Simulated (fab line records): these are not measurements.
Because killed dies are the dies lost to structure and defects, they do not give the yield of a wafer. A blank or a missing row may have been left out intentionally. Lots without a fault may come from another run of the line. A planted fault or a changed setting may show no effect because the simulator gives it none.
Struck lot and sound lot, side by side	flow nand_harc	14 steps out of a route of 1302
Sound: wafers L745.1, L745.3, L745.6. The struck wafers were L754.4, L754.5, L754.6. Last of all comes the cause.
For every step that has rows: the tool of each side, followed by ch and its chambers, followed by its first start. Under that, the readings that differ: sound wafers	struck wafers	difference of the means	sigmas: that difference in standard deviations of wafers without a fault.
alike: readings whose means differ by less than 2 such deviations, and words and numbers that are the same on both sides. not compared: withheld readings, readings that some wafer has no value for, bounds like >300 that may hide the same value, and numbers for which the record gives no deviation and whose values overlap.
The two part at a step that has a row with sigmas, a row that says differs or no value, or rows on one side only. Numbers that don't overlap but have no deviation are shown without sigmas and don't part them. Lack of a reading on every wafer of one side parts them only where that side has two or more wafers.

first, 3 steps without rows for these wafers: NHARC_A_CONTACT_EXPOSE_39 (exposes mask A CC 3); NHARC_A_CONTACT_PEB_40 (peb time 65 s); NHARC_A_CONTACT_DEVELOP_41 (develop time 35 s).
NHARC_A_CONTACT_CD_MEAS_42 targets a cd of 300 nm.
  sound on cd_sem-03 ch 0, day 21 21:24; struck on cd_sem-03 ch 0, day 25 14:59
  alike: cd_nm
NHARC_A_CONTACT_OVL_MEAS_43:
  sound: overlay-02 at day 21 21:29; struck: overlay-02 at day 25 15:04
reading	sound	struck	difference	sigmas
overlay_x_nm (nm)	0.7 0.4 0.4	-1.3 -1.3 -1.4	-1.8	-2
  alike: overlay_y_nm
NHARC_A_CONTACT_INSPECT_44:
  sound: defect_inspect-01 at day 21 21:31; struck: defect_inspect-02 at day 25 15:07
reading	sound	struck	difference	sigmas
raw_defect_count	141 139 153	67 66 73	-76	-2
NHARC_A_CONTACT_DESCUM_47: chemistry O2, time 3 s.
  sound on rie_diel-08 ch 0,1, day 21 21:35; struck on rie_diel-01 ch 0,2,3, day 25 15:12
  alike: drypump_motor_current_A, oes_product_au, rf_vpp_V, showerhead_plenum_p_Torr, throttle_valve_pct
  not compared: rf_hours_counter_h
then, 1 step without rows for these wafers: NHARC_A_CONTACT_ETCH_48 (etches the open film in CF4, target depth 39 nm, time 65 s).
NHARC_A_CONTACT_ETCH_49: etches the open film in N2/H2, target depth 260 nm, time 475.3 s.
  sound on rie_diel-08 ch 1,2; struck on rie_diel-01 ch 1,2
  alike: bias_w, chamber_pressure_mTorr, drypump_motor_current_A, n2_flow_sccm, oes_product_au, rf_vpp_V, showerhead_plenum_p_Torr, throttle_valve_pct
  not compared: rf_hours_counter_h
NHARC_A_CONTACT_ETCH_50: etches the open film in CF4/CHF3, target depth 121 nm, time 60.5 s.
  sound on rie_diel-08 ch 0,1,3; struck on rie_diel-01 ch 0,3
  alike: bias_w, cf4_flow_sccm, drypump_motor_current_A, oes_product_au, rf_vpp_V, showerhead_plenum_p_Torr, throttle_valve_pct
  not compared: rf_hours_counter_h
then, 1 step without rows for these wafers: NHARC_A_CONTACT_ETCH_51 (etches the open film in O2/COS, target depth 7000 nm, time 1820 s).
NHARC_A_CONTACT_ETCH_111: etches the open film in C4F8/O2/Ar, time 140 s, target depth 700 nm.
  sound on har_cap_etch-02 ch 0,1, day 22 00:17; struck on har_cap_etch-02 ch 0,1, day 25 17:05
  alike: chamber_pressure_mTorr, oes_air_line_au
  not compared: rf_hours_counter_h
NHARC_A_CONTACT_ETCH_112: etches the open film in C4F8/O2/Ar, time 190 s, target depth 1850 nm.
  sound on har_cap_etch-02 ch 0,1, day 22 00:29; struck on har_cap_etch-02 ch 0,1, day 25 17:16
  no value came back on the struck wafers for chamber_pressure_mTorr (mTorr), oes_air_line_au (a.u.), time_s (s); on the sound wafers chamber_pressure_mTorr (mTorr) reads 19.997 19.983 19.993
  not compared: rf_hours_counter_h
NHARC_A_CONTACT_ETCH_113: etches the open film in C4F8/O2/Ar, time 190 s, target depth 1850 nm.
  sound on har_cap_etch-02 ch 0,1, day 22 00:40; struck on har_cap_etch-02 ch 0,1, day 25 17:26
  alike: chamber_pressure_mTorr, oes_air_line_au
  not compared: rf_hours_counter_h

WHERE THEY PART
At NHARC_A_CONTACT_OVL_MEAS_43 first; at NHARC_A_CONTACT_ETCH_112 last (within this record only). Later steps at which nothing parts them and some readings are alike: NHARC_A_CONTACT_ETCH_113.

WHY: whatever the simulator had introduced
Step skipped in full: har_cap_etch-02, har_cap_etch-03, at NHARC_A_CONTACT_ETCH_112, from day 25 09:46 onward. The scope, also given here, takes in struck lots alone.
